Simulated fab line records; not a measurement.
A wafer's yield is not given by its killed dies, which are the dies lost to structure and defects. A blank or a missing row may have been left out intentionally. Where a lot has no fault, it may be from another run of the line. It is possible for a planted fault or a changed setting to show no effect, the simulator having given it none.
The tool behind it: which one? / flow n5 finfet / 11 lots with 32 wafers sampled at 5 steps, on a route of 1938 steps

== WHAT THE GAUGES SHOWED, per wafer ==
N5_BEOL_M8_THK_MEAS_01.
lot=L608; measured=day 9 10:22; on=film metro-02; M8_ILD_THK (nm)=154.1 155.3 156.3
lot=L609; measured=day 10 07:07; on=film metro-01; M8_ILD_THK (nm)=153.2 153.0 151.1
lot=L616; measured=day 11 09:30; on=film metro-01; M8_ILD_THK (nm)=145.9 154.5 148.8
lot=L618; measured=day 11 23:51; on=film metro-02; M8_ILD_THK (nm)=154.0 147.9 154.7
lot=L620; measured=day 12 05:25; on=film metro-02; M8_ILD_THK (nm)=154.0 156.2 154.9
lot=L621; measured=day 12 15:10; on=film metro-01; M8_ILD_THK (nm)=153.6 151.4 155.1
lot=L622; measured=day 12 20:44; on=film metro-01; M8_ILD_THK (nm)=154.8 155.1 156.9
lot=L623; measured=day 13 03:02; on=film metro-02; M8_ILD_THK (nm)=154.5 154.3 156.4
lot=L627; measured=day 14 08:32; on=film metro-02; M8_ILD_THK (nm)=153.5 153.0 155.9
lot=L628; measured=day 14 12:01; on=film metro-02; M8_ILD_THK (nm)=152.7 152.9 157.0
lot=L629; measured=day 14 11:38; on=film metro-02; M8_ILD_THK (nm)=153.0 157.7

== TOOL THAT RAN EACH LOT (tool first, then ch and the chambers of the sampled wafers, then the start) ==
lot=L608; N5_BEOL_M7_CURE_75=uv cure-02 ch 0, day 9 06:37; N5_BEOL_M7_SURFACE_TREAT_79=pvd sputter-01, day 9 07:56; N5_BEOL_M7_ANNEAL_51=rtp anneal-02 ch 0, day 9 08:31; N5_BEOL_M8_ILD_DEP_00=pecvd-01 ch 0,2, day 9 09:18
lot=L609; N5_BEOL_M7_CURE_75=uv cure-02 ch 1, day 10 03:21; N5_BEOL_M7_SURFACE_TREAT_79=pvd sputter-03, day 10 04:19; N5_BEOL_M7_ANNEAL_51=rtp anneal-02 ch 0, day 10 05:01; N5_BEOL_M8_ILD_DEP_00=pecvd-02 ch 0,1,2, day 10 05:49
lot=L616; N5_BEOL_M7_CURE_75=uv cure-01 ch 2, day 11 05:25; N5_BEOL_M7_SURFACE_TREAT_79=pvd sputter-01, day 11 07:08; N5_BEOL_M7_ANNEAL_51=rtp anneal-02 ch 0, day 11 07:37; N5_BEOL_M8_ILD_DEP_00=pecvd-01 ch 1,2, day 11 08:25
lot=L618; N5_BEOL_M7_CURE_75=uv cure-03 ch 0, day 11 20:22; N5_BEOL_M7_SURFACE_TREAT_79=pvd sputter-03, day 11 21:38; N5_BEOL_M7_ANNEAL_51=rtp anneal-02 ch 0, day 11 22:37; N5_BEOL_M8_ILD_DEP_00=pecvd-01 ch 0,1,2, day 11 23:17
lot=L620; N5_BEOL_M7_CURE_75=uv cure-03 ch 0, day 12 02:29; N5_BEOL_M7_SURFACE_TREAT_79=pvd sputter-01, day 12 03:13; N5_BEOL_M7_ANNEAL_51=rtp anneal-01 ch 0, day 12 04:06; N5_BEOL_M8_ILD_DEP_00=pecvd-02 ch 0,2, day 12 04:50
lot=L621; N5_BEOL_M7_CURE_75=uv cure-03 ch 0, day 12 11:54; N5_BEOL_M7_SURFACE_TREAT_79=pvd sputter-02, day 12 12:59; N5_BEOL_M7_ANNEAL_51=rtp anneal-02 ch 0, day 12 13:48; N5_BEOL_M8_ILD_DEP_00=pecvd-04 ch 0,1, day 12 14:35
lot=L622; N5_BEOL_M7_CURE_75=uv cure-01 ch 2, day 12 16:43; N5_BEOL_M7_SURFACE_TREAT_79=pvd sputter-01, day 12 18:40; N5_BEOL_M7_ANNEAL_51=rtp anneal-01 ch 0, day 12 19:22; N5_BEOL_M8_ILD_DEP_00=pecvd-02 ch 0,1, day 12 20:10
lot=L623; N5_BEOL_M7_CURE_75=uv cure-01 ch 2, day 12 23:23; N5_BEOL_M7_SURFACE_TREAT_79=pvd sputter-03, day 13 00:47; N5_BEOL_M7_ANNEAL_51=rtp anneal-01 ch 0, day 13 01:44; N5_BEOL_M8_ILD_DEP_00=pecvd-02 ch 0,1, day 13 02:27
lot=L627; N5_BEOL_M7_CURE_75=uv cure-01 ch 2, day 14 04:38; N5_BEOL_M7_SURFACE_TREAT_79=pvd sputter-01, day 14 05:47; N5_BEOL_M7_ANNEAL_51=rtp anneal-01 ch 0, day 14 06:20; N5_BEOL_M8_ILD_DEP_00=pecvd-02 ch 0,1, day 14 07:07
lot=L628; N5_BEOL_M7_CURE_75=uv cure-01 ch 1, day 14 07:02; N5_BEOL_M7_SURFACE_TREAT_79=pvd sputter-01, day 14 08:20; N5_BEOL_M7_ANNEAL_51=rtp anneal-02 ch 0, day 14 10:08; N5_BEOL_M8_ILD_DEP_00=pecvd-01 ch 0,1, day 14 10:58
lot=L629; N5_BEOL_M7_CURE_75=uv cure-03 ch 2, day 14 07:17; N5_BEOL_M7_SURFACE_TREAT_79=pvd sputter-02, day 14 09:50; N5_BEOL_M7_ANNEAL_51=rtp anneal-01 ch 0, day 14 10:16; N5_BEOL_M8_ILD_DEP_00=pecvd-02 ch 0,2, day 14 11:04
- N5_BEOL_M7_CURE_75: cures SiCOH lowk, time 120 s.
- N5_BEOL_M7_SURFACE_TREAT_79
- N5_BEOL_M7_ANNEAL_51: time 90 s.
- N5_BEOL_M8_ILD_DEP_00: deposits SiCOH lowk from DEMS/porogen, target thk 179.75 nm, time 33.4 s.

== THE ANSWER, worked out from the rows above alone ==
Rule: what is usual is taken from the lots themselves. Put in order of their means at a reading, lots are off if they are a third of the lots or fewer, leave a main group of 4 or more, and stand apart from it by a gap of 3 or more times the standard deviation of the main group's means; of several such gaps the widest counts. Not used: any main group whose means are identical at the precision the tables above print for the reading. A lot without any number at a reading at which 4 lots or more have one is off too. Any other lot the step has rows for is counted as sound.
No lot is off on any of the readings shown, so nothing can be concluded from this.

== WHAT HAD BEEN PUT IN BY THE SIMULATOR ==
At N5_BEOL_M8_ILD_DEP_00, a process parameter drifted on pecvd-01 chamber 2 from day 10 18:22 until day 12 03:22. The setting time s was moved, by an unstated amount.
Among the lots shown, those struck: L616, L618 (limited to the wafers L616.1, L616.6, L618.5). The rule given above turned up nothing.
